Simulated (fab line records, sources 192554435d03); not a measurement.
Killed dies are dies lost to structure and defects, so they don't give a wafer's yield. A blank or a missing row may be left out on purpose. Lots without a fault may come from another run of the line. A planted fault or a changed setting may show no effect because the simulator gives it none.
A struck lot beside a sound one | flow n5_finfet | 35 steps out of a route of 1938
Sound: wafers L856.4, L856.5, L856.6. Struck: wafers L859.2, L859.4, L859.6. The cause comes at the end.
At each step with rows: each side's tool, then ch and its chambers, then its first start. Under that, the readings that differ: sound wafers | struck wafers | difference of the means | sigmas: that difference in standard deviations of wafers without a fault.
alike: readings whose means differ by less than 2 such deviations, and words and numbers that are the same on both sides. not compared: withheld readings, readings that some wafer has no value for, bounds like >300 that may hide the same value, and numbers for which the record gives no deviation and whose values overlap.
The two part at a step that has a row with sigmas, a row that says differs or no value, or rows on one side only. Numbers that don't overlap but have no deviation are shown without sigmas and don't part them. A reading that every wafer of one side lacks parts them only if that side has two wafers or more.

first, 9 steps without rows for these wafers: N5_STI_FIN_REVEAL_SRD_21 (time 30 s); N5_STI_FIN_REVEAL_OXIDATION_33 (chemistry O2 PLASMA REMOTE, time 20 s); N5_STI_FIN_REVEAL_CLEAN_19 (cleans in O3/DIW, time 120 s); N5_STI_FIN_REVEAL_SRD_23 (time 30 s); N5_STI_FIN_REVEAL_PRECLEAN_18 (cleans in SC2, time 45 s); N5_STI_FIN_REVEAL_SRD_28 (time 30 s); N5_DUMMY_GATE_PRECLEAN_00 (cleans in O3/DIW, time 60 s); N5_DUMMY_GATE_SRD_01 (time 30 s); N5_DUMMY_GATE_ALD_02 (deposits SiO2, target thk 2 nm, pulse time 1 s).
N5_DUMMY_GATE_CVD_03: deposits a-Si from SiH4, target thk 150 nm, time 8042 s.
  sound on lpcvd-01 ch 1/104,1/109,1/114, day 2 14:29; struck on lpcvd-01 ch 1/45,1/54,1/64, day 3 07:22
then, 24 steps without rows for these wafers: N5_DUMMY_GATE_PRECLEAN_46 (cleans in DIW, time 89.5 s); N5_DUMMY_GATE_SRD_47 (dry time 32 s); N5_DUMMY_GATE_CMP_04 (polishes a-Si); N5_DUMMY_GATE_HM_DEP_06 (deposits SiNx from DCS/NH3, target thk 80 nm, time 5141 s); N5_DUMMY_GATE_PECVD_30 (deposits SiO2 from TEOS/O2, target thk 55 nm, time 10.8 s); N5_DUMMY_GATE_COAT_34 (time 60 s, resist thk 60 nm); N5_DUMMY_GATE_COAT_35 (time 60 s, resist thk 10 nm); N5_DUMMY_GATE_COAT_28 (time 60 s, resist thk 10 nm); N5_DUMMY_GATE_COAT_09 (resist thk 30 nm); N5_DUMMY_GATE_EBR_11; N5_DUMMY_GATE_SOFTBAKE_10 (time 60 s); N5_DUMMY_GATE_EXPOSE_12 (exposes mask GATE, target cd 25 nm); N5_DUMMY_GATE_PEB_13 (peb time 60 s); N5_DUMMY_GATE_DEVELOP_14 (develop time 30 s); N5_DUMMY_GATE_DESCUM_20 (chemistry O2, time 6.2 s); N5_DUMMY_GATE_ETCH_29 (etches underlayer in N2/H2, target depth 13 nm); N5_DUMMY_GATE_ETCH_36 (etches SiARC in CF4, target depth 13 nm); N5_DUMMY_GATE_ETCH_37 (etches SOC in N2/H2, target depth 60 nm, overetch 30 nm); N5_DUMMY_GATE_STRIP_38 (strips in N2/H2); N5_DUMMY_GATE_STRIP_39 (strips in N2/H2); N5_DUMMY_GATE_TRIM_49 (chemistry O2, time 29 s, target cd 14 nm); N5_DUMMY_GATE_STRIP_40 (strips in CF4); N5_DUMMY_GATE_ETCH_31 (etches SiO2 in C4F6/O2, target depth 82.5 nm, time 27.5 s); N5_DUMMY_GATE_STRIP_41 (strips in O2).
-- the record jumps here: 10 days lie between the struck wafers' starts before and after (it left off in module DUMMY_GATE and takes up again in module PASSIVATION, whose first step shown is number 1936 of the route) --
N5_PASSIVATION_PROBE_49:
  the record has rows for the struck wafers here (prober-02, day 13 15:51) and none for the sound ones

WHERE THEY PART
Only at N5_PASSIVATION_PROBE_49, within this record.

WHY: what the simulator had put in
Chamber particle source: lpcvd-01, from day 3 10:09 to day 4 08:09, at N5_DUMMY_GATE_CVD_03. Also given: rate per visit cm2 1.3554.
